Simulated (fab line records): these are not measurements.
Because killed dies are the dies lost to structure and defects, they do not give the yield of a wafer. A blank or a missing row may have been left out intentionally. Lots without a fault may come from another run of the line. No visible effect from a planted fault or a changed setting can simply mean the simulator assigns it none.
Matching of chambers || flow nand-harc || NHARC_A_M0_DEP_32 on pecvd-02 has 3 sister chambers
The step deposits SiCN, target thk 30 nm. 3 wafers are shown with their chamber, then 10 later ones without.

EACH WAFER AND ITS CHAMBER
{"wafer": "L086.4", "chamber": 1, "heater-power-w (W)": 544}
{"wafer": "L088.1", "chamber": 2, "heater-power-w (W)": 454}
{"wafer": "L088.4", "chamber": 0, "heater-power-w (W)": 527}

WAFERS WHOSE CHAMBER IS MISSING
{"wafer": "L088.5", "heater-power-w (W)": 455}
{"wafer": "L093.3", "heater-power-w (W)": 532}
{"wafer": "L093.4", "heater-power-w (W)": 510}
{"wafer": "L093.5", "heater-power-w (W)": 545}
{"wafer": "L095.2", "heater-power-w (W)": 533}
{"wafer": "L095.3", "heater-power-w (W)": 499}
{"wafer": "L095.5", "heater-power-w (W)": 537}
{"wafer": "L097.3", "heater-power-w (W)": 493}
{"wafer": "L097.4", "heater-power-w (W)": 466}
{"wafer": "L097.6", "heater-power-w (W)": 504}

CHAMBER TAKEN BY EACH
{"wafer": "L088.5", "from the rows above": 2, "in truth": 2}
{"wafer": "L093.3", "from the rows above": "can't be placed: 0 or 1", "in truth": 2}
{"wafer": "L093.4", "from the rows above": "can't be placed: 0 or 1", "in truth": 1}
{"wafer": "L093.5", "from the rows above": "can't be placed: 1 or 0", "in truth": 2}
{"wafer": "L095.2", "from the rows above": "can't be placed: 0 or 1", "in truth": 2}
{"wafer": "L095.3", "from the rows above": "can't be placed: 0 or 1 or 2", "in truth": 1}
{"wafer": "L095.5", "from the rows above": "can't be placed: 1 or 0", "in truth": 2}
{"wafer": "L097.3", "from the rows above": "can't be placed: 0 or 2 or 1", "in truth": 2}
{"wafer": "L097.4", "from the rows above": 2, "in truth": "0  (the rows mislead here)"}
{"wafer": "L097.6", "from the rows above": "can't be placed: 0 or 1 or 2", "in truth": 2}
Correctly placed: 1 of 10. Unplaceable from these rows: 8, with the true chamber sitting among the candidates in 4. Placed wrongly: 1.
How it was worked out, from the rows above alone: a wafer's distance from a chamber is the root of the sum, over the readings, of the square of ((its reading less the chamber's mean) divided by the reading's scatter). If the next closest chamber is less than 2 further off than the closest, the wafer can't be placed; otherwise it belongs to the closest. The mean given for a chamber averages the wafers shown for that chamber. The scatter: root of mean squared gap, hidden wafer to nearest shown wafer, with one shown wafer a chamber.
